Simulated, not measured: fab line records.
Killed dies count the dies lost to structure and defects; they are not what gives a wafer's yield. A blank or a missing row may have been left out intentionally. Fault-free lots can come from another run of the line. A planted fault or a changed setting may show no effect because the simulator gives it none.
Chamber matching || flow n5-finfet || cmp-04 running N5_MOL_CONTACT_COAG_CMP_23: 4 sister chambers
The step polishes, stops on SiO2, t overpolish 1.5 s, target thk 0 nm. 16 wafers are shown with their chamber, then 8 later ones without.

== WAFERS, EACH WITH ITS CHAMBER ==
{"wafer": "L076.3", "chamber": 0, "motor-current-A (A)": 7.5, "time-to-endpoint-s (s)": 6.2, "overpolish-run-s (s)": 1.513}
{"wafer": "L076.4", "chamber": 1, "motor-current-A (A)": 8.2, "time-to-endpoint-s (s)": 9.5, "overpolish-run-s (s)": 1.524}
{"wafer": "L076.6", "chamber": 2, "motor-current-A (A)": 7.3, "time-to-endpoint-s (s)": 9.2, "overpolish-run-s (s)": 1.513}
{"wafer": "L079.1", "chamber": 0, "motor-current-A (A)": 7.1, "time-to-endpoint-s (s)": 6.2, "overpolish-run-s (s)": 1.488}
{"wafer": "L079.4", "chamber": 1, "motor-current-A (A)": 8.4, "time-to-endpoint-s (s)": 11.1, "overpolish-run-s (s)": 1.490}
{"wafer": "L079.6", "chamber": 0, "motor-current-A (A)": 7.2, "time-to-endpoint-s (s)": 7.3, "overpolish-run-s (s)": 1.492}
{"wafer": "L082.1", "chamber": 0, "motor-current-A (A)": 7.4, "time-to-endpoint-s (s)": 7.4, "overpolish-run-s (s)": 1.487}
{"wafer": "L082.3", "chamber": 3, "motor-current-A (A)": 8.7, "time-to-endpoint-s (s)": 7.8, "overpolish-run-s (s)": 1.490}
{"wafer": "L082.4", "chamber": 2, "motor-current-A (A)": 7.4, "time-to-endpoint-s (s)": 13.1, "overpolish-run-s (s)": 1.505}
{"wafer": "L083.2", "chamber": 3, "motor-current-A (A)": 8.4, "time-to-endpoint-s (s)": 5.4, "overpolish-run-s (s)": 1.494}
{"wafer": "L083.3", "chamber": 1, "motor-current-A (A)": 8.7, "time-to-endpoint-s (s)": 9.8, "overpolish-run-s (s)": 1.483}
{"wafer": "L083.6", "chamber": 2, "motor-current-A (A)": 7.1, "time-to-endpoint-s (s)": 7.6, "overpolish-run-s (s)": 1.509}
{"wafer": "L091.2", "chamber": 0, "motor-current-A (A)": 7.3, "time-to-endpoint-s (s)": 6.6, "overpolish-run-s (s)": 1.498}
{"wafer": "L091.5", "chamber": 3, "motor-current-A (A)": 8.5, "time-to-endpoint-s (s)": 10.4, "overpolish-run-s (s)": 1.506}
{"wafer": "L091.6", "chamber": 0, "motor-current-A (A)": 7.5, "time-to-endpoint-s (s)": 8.4, "overpolish-run-s (s)": 1.518}
{"wafer": "L093.2", "chamber": 2, "motor-current-A (A)": 7.5, "time-to-endpoint-s (s)": 13.2, "overpolish-run-s (s)": 1.511}

SIGNATURES, as means of the wafers listed above
{"reading": "motor-current-A", "chamber 0": 7.333, "chamber 1": 8.433, "chamber 2": 7.325, "chamber 3": 8.533, "scatter within a chamber": 0.181}
{"reading": "time-to-endpoint-s", "chamber 0": 7.017, "chamber 1": 10.133, "chamber 2": 10.775, "chamber 3": 7.867, "scatter within a chamber": 1.86}
{"reading": "overpolish-run-s", "chamber 0": 1.49933, "chamber 1": 1.49900, "chamber 2": 1.50950, "chamber 3": 1.49667, "scatter within a chamber": 0.0129}
Rule: a wafer lies at a distance from a chamber equal to the root of the sum of squares, over the readings, of (its reading less the chamber's mean, divided by the reading's scatter). The wafer belongs to the nearest chamber; if the next one is less than 2 further off, it can't be placed. The scatter: take each reading less its chamber's mean, square it, sum over the shown wafers, divide by the number of wafers less the number of chambers, and take the root.

== WAFERS WITHOUT THEIR CHAMBER ==
{"wafer": "L093.4", "motor-current-A (A)": 8.4, "time-to-endpoint-s (s)": 9.2, "overpolish-run-s (s)": 1.515}
{"wafer": "L093.6", "motor-current-A (A)": 7.9, "time-to-endpoint-s (s)": 14.5, "overpolish-run-s (s)": 1.515}
{"wafer": "L096.2", "motor-current-A (A)": 7.3, "time-to-endpoint-s (s)": 12.8, "overpolish-run-s (s)": 1.481}
{"wafer": "L096.5", "motor-current-A (A)": 8.5, "time-to-endpoint-s (s)": 13.9, "overpolish-run-s (s)": 1.492}
{"wafer": "L096.6", "motor-current-A (A)": 7.4, "time-to-endpoint-s (s)": 12.4, "overpolish-run-s (s)": 1.524}
{"wafer": "L097.1", "motor-current-A (A)": 7.5, "time-to-endpoint-s (s)": 11.6, "overpolish-run-s (s)": 1.517}
{"wafer": "L097.5", "motor-current-A (A)": 8.2, "time-to-endpoint-s (s)": 12.7, "overpolish-run-s (s)": 1.499}
{"wafer": "L097.6", "motor-current-A (A)": 7.2, "time-to-endpoint-s (s)": 8.0, "overpolish-run-s (s)": 1.507}

== WHICH CHAMBER EACH WENT THROUGH ==
{"wafer": "L093.4", "from the rows above": "can't be placed: 1 or 3", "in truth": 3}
{"wafer": "L093.6", "from the rows above": "can't be placed: 2 or 1 or 3 or 0", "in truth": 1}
{"wafer": "L096.2", "from the rows above": "can't be placed: 2 or 0", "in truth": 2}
{"wafer": "L096.5", "from the rows above": "can't be placed: 1 or 3", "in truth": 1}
{"wafer": "L096.6", "from the rows above": 2, "in truth": 2}
{"wafer": "L097.1", "from the rows above": "can't be placed: 2 or 0", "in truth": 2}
{"wafer": "L097.5", "from the rows above": "can't be placed: 1 or 3", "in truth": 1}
{"wafer": "L097.6", "from the rows above": "can't be placed: 0 or 2", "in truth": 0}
Placed correctly: 1 of 8. From these rows, 7 cannot be placed; in 7 the true chamber is one of the candidates. Number placed wrongly: 0.
